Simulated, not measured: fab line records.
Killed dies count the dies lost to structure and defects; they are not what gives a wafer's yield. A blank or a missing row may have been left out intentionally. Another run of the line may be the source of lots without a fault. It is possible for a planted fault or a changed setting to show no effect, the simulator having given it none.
Code-filled problem report in 8D (eight disciplines) form + flow n5 finfet + the parts of the form that need people (team, actions taken, sign-off) are left out

## 1. THE ISSUE
Mean of bias w at N5_BEOL_M14_TRENCH_ETCH_34: 2215 W across 6 wafers in 2 lots; on wafers with no fault it is 2040 W (standard deviation 5.4). That is +32 standard deviations from the usual mean.
The step: etches SiO2 in C4F8/O2/Ar, target depth 556.65 nm, time 126.9 s.
Seen first at day 15 11:23 on rie diel-06, wafer L418.1. The record holds 30 wafers of 11 lots with a number at this step. By rule, "out" or "out of limits" means more than 4 standard deviations away from the usual mean. Any other wafer with a number is counted as sound.

## 2. WHAT IT IS AND WHAT IT IS NOT
| question                    | is                     | is not                                                                                              |
|-----------------------------|------------------------|-----------------------------------------------------------------------------------------------------|
| which readings at this step | bias w                 | drypump motor current A, oes_f_703_au, oes product au, showerhead plenum p Torr, throttle valve pct |
| which lots                  | L416, L418             | L404, L405, L406, L407, L408, L421, L423, L425, L426                                                |
| which wafers of those lots  | all that have a number | -                                                                                                   |
| read on which tools         | rie diel-06            | rie diel-04, rie diel-05                                                                            |
| when                        | from day 15 11:23      | up to then (15 sound wafers); but 9 sound wafers of L421, L423, L425, L426 came after               |

## 3. WHAT RULES OUT EACH SUSPECT
Counting: a tool at any process step up to the reading remains a suspect when it ran all the lots that are out and ran no sound lot after the first of those.
- rie diel-06 at N5_BEOL_M14_ETCH_68 (etches SOC in N2/H2, time 450 s): kept. It processed each lot that is out, first L418 at day 15 11:07, and no sound lot thereafter; up to then, the last sound lot it processed was L404 at day 11 23:14.
- rie diel-06 at N5_BEOL_M14_TRENCH_ETCH_34 (etches SiO2 in C4F8/O2/Ar, target depth 556.65 nm, time 126.9 s): kept. It processed each lot that is out, first L418 at day 15 11:23, and no sound lot thereafter; up to then, the last sound lot it processed was L404 at day 11 23:31. Its own bias w readings are out on those wafers.
The count leaves rie diel-06 at N5_BEOL_M14_TRENCH_ETCH_34 and rie diel-06 at N5_BEOL_M14_ETCH_68.

## 4. THE CAUSE (what the simulator had put in)
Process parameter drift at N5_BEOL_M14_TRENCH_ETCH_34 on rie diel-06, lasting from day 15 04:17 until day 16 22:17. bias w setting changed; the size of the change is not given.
After counting, 2 suspects remain, this tool included.

## 5. THE EFFECT CHAIN, in route order
Each row: a reading whose mean over the struck wafers that have a number lies more than 3 standard deviations from the usual. Only readings for which the record gives a usual standard deviation are gone through. hours: the time from each lot's start at the first step in this table that gives one to its start at this step, as a median over the lots. sigmas: the change in usual standard deviations.
| hours | step                       | reading | usual  | on struck wafers | change | sigmas |
|-------|----------------------------|---------|--------|------------------|--------|--------|
| 0     | N5_BEOL_M14_TRENCH_ETCH_34 | bias w  | 2040 W | 2215             | +175   | +32    |
Its process steps:
- N5_BEOL_M14_TRENCH_ETCH_34: etches SiO2 in C4F8/O2/Ar, target depth 556.65 nm, time 126.9 s.

## 6. HOW IT WOULD HAVE BEEN CAUGHT EARLIER
First out-of-limits reading in this record: day 15 11:23, which is 7 hours after fault onset at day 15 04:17.
